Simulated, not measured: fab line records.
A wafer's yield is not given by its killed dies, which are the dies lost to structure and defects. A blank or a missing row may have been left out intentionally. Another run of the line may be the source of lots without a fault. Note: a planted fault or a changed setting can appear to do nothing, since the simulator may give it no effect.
One fault through the eyes of 2 desks ; flow nand-harc ; what lay behind the numbers comes last; until then each desk has only its own

## AT THE METROLOGY DESK
Lot by lot, what the gauges showed, no matter which tool ran the lot: averages of those sampled wafers that carry a number. A lot is out of limits, marked OUT, if its mean lies more than 4 standard deviations from the usual mean; the brackets give that distance.
Columns: A = cd-nm at NHARC_P_M0_CD_MEAS_09, usual 89.7 nm
lot;first seen here;A
L821;day 6 07:17;89.6
L824;day 7 10:35;89.1
L827;day 8 19:13;90.4
L832;day 10 17:55;89.4
L834;day 11 07:49;90.2
L836;day 12 08:41;89.6
L837;day 12 23:48;90.6
L838;day 13 08:01;89.4
L839;day 13 13:37;88.2
L842;day 14 17:04;82.0 (-8.4) OUT
L843;day 15 02:09;81.4 (-9.1) OUT
This desk's verdict: out of limits on L842, L843, starting with L842 at day 14 17:04 (cd-nm at NHARC_P_M0_CD_MEAS_09). Within limits: L821, L824, L827, L832, L834, L836, L837, L838, L839.

## THE TOOL OWNER'S DESK: litho-track-06
The tool's own readings at NHARC_P_M0_PEB_07 (peb time 65 s): means of the sampled wafers that have a number, for each lot that ran on this tool. A lot is out of limits, marked OUT, if its mean lies more than 4 standard deviations from the usual mean; the brackets give that distance.
Columns: A = heater-power-total-W at NHARC_P_M0_PEB_07, usual 156.6 W; B = plate-temp-C at NHARC_P_M0_PEB_07, usual 99.97 C
lot;first seen here;A;B
L821;day 6 07:13;156.8;100.04
L824;day 7 10:30;156.5;99.91
L832;day 10 17:50;156.8;99.91
L836;day 12 08:37;156.8;100.05
L838;day 13 07:56;156.7;99.92
L842;day 14 16:59;152.2 (-9.7) OUT;97.99 (-17) OUT
L843;day 15 02:04;152.1 (-10) OUT;97.91 (-17) OUT
This desk's verdict: out of limits on L842, L843, starting with L842 at day 14 16:59 (heater-power-total-W at NHARC_P_M0_PEB_07). Within limits: L821, L824, L832, L836, L838.

## ALL TOGETHER
On L842, L843, at day 14 16:59, an alarm was possible from the tool owner's desk.
At day 14 17:04 the metrology desk could have sounded an alarm, on L842, L843.
NHARC_P_M0_PEB_07 was run on litho-track-06 by each of the lots named.

## WHAT THE SIMULATOR HAD INSERTED
Drift in process parameters on litho-track-06 at NHARC_P_M0_PEB_07, starting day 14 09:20. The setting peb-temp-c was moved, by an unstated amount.
Struck lots among those shown: L842, L843.
Time in hours from fault onset to the first out-of-limits reading at each desk: tool owner's desk 8, metrology desk 8.
